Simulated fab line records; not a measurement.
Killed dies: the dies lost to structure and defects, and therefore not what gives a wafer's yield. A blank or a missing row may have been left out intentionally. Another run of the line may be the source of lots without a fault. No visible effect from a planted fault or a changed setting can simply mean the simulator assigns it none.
Matching of chambers    flow nand harc    NHARC_P_CONTACT_ALD_22 on ald metal-01 has 4 sister chambers
The step deposits TiN, target thk 3 nm, pulse time 1 s, ald cycles 150. 8 wafers are shown with their chamber, then 12 later ones without.

## EACH WAFER AND ITS CHAMBER
wafer   chamber  heater power w (W)  precursor pulse height rel
L082.4  0        1095                0.958
L085.6  0        1085                0.982
L088.1  1        1011                0.985
L088.2  2        1024                0.968
L088.4  3        1145                1.010
L091.1  1        1009                0.994
L091.5  2        1050                0.994
L091.6  3        1137                0.975

## WAFERS WHOSE CHAMBER IS MISSING
wafer   heater power w (W)  precursor pulse height rel
L094.1  1120                0.996
L094.3  1106                1.012
L094.4  1009                1.043
L096.2  1007                0.956
L096.4  1066                1.004
L096.6  1135                0.970
L096.1  1079                0.976
L096.3  1152                0.992
L096.5  1053                0.982
L097.1  1106                1.010
L097.3  1010                1.009
L097.5  1106                1.005

## EACH ONE'S CHAMBER
wafer   from the rows above      in truth
L094.1  can't be placed: 3 or 0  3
L094.3  can't be placed: 0 or 3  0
L094.4  can't be placed: 1 or 2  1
L096.2  can't be placed: 1 or 2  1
L096.4  can't be placed: 0 or 2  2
L096.6  3                        3
L096.1  0                        0
L096.3  3                        3
L096.5  2                        2
L097.1  can't be placed: 0 or 3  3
L097.3  can't be placed: 1 or 2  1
L097.5  can't be placed: 0 or 3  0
Correct placement for 4 of the 12. These rows do not allow placing 8 (true chamber among the candidates in 8). 0 placed wrongly.
How it was worked out, from the rows above alone: a wafer's distance from a chamber is the root of the sum, over the readings, of the square of ((its reading less the chamber's mean) divided by the reading's scatter). If the next closest chamber is less than 2 further off than the closest, the wafer can't be placed; otherwise it belongs to the closest. A chamber's mean is the mean of its shown wafers. The scatter: the root of (the sum of the squares of (reading less its chamber's mean) over the shown wafers, divided by (wafers less chambers)).
